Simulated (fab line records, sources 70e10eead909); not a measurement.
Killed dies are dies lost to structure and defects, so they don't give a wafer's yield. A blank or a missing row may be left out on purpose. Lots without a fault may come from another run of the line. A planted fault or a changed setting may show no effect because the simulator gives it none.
Chamber matching | flow nand_harc | NHARC_A_STAIRCASE_DEP_156 on pecvd-04: 3 sister chambers
The step deposits SiNx, target thk 50 nm. 16 wafers are shown with their chamber, then 8 later ones without.

WAFERS WITH THEIR CHAMBER
wafer  | chamber | heater_power_w (W) | rf_fwd_power_W (W)
L074.1 | 0       | 640                | 447.6
L074.4 | 0       | 644                | 449.0
L074.5 | 1       | 830                | 449.7
L077.3 | 0       | 665                | 446.5
L077.4 | 0       | 681                | 448.0
L077.6 | 1       | 755                | 449.8
L076.1 | 2       | 653                | 450.1
L076.2 | 0       | 639                | 448.6
L076.6 | 1       | 840                | 448.2
L080.1 | 1       | 700                | 448.3
L080.2 | 2       | 621                | 447.7
L080.3 | 0       | 690                | 448.2
L081.1 | 0       | 608                | 449.4
L081.4 | 0       | 613                | 448.6
L081.6 | 2       | 621                | 450.1
L087.1 | 0       | 703                | 446.2

SIGNATURES (means of the wafers above)
reading        | chamber 0 | chamber 1 | chamber 2 | scatter within a chamber
heater_power_w | 653.67    | 781.25    | 631.67    | 41.8
rf_fwd_power_W | 448.011   | 449.000   | 449.300   | 1.09
Rule: a wafer's distance from a chamber is the root of the sum, over the readings, of the square of ((its reading less the chamber's mean) divided by the reading's scatter). The wafer belongs to the nearest chamber; if the next one is less than 2 further off, it can't be placed. The scatter: the root of (the sum of the squares of (reading less its chamber's mean) over the shown wafers, divided by (wafers less chambers)).

WAFERS WITHOUT THEIR CHAMBER
wafer  | heater_power_w (W) | rf_fwd_power_W (W)
L087.4 | 539                | 448.7
L087.5 | 812                | 447.8
L088.3 | 605                | 449.9
L088.4 | 590                | 448.0
L088.5 | 764                | 446.8
L090.1 | 873                | 448.3
L090.3 | 627                | 448.7
L090.6 | 597                | 446.2

WHICH CHAMBER EACH WENT THROUGH
wafer  | from the rows above          | in truth
L087.4 | can't be placed: 2 or 0      | 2
L087.5 | 1                            | 1
L088.3 | can't be placed: 2 or 0      | 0
L088.4 | can't be placed: 0 or 2      | 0
L088.5 | can't be placed: 1 or 0 or 2 | 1
L090.1 | 1                            | 1
L090.3 | can't be placed: 2 or 0      | 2
L090.6 | can't be placed: 0 or 2      | 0
Placed correctly: 2 of 8. Can't be placed from these rows: 6 (the true chamber is among the candidates in 6). Placed wrongly: 0.
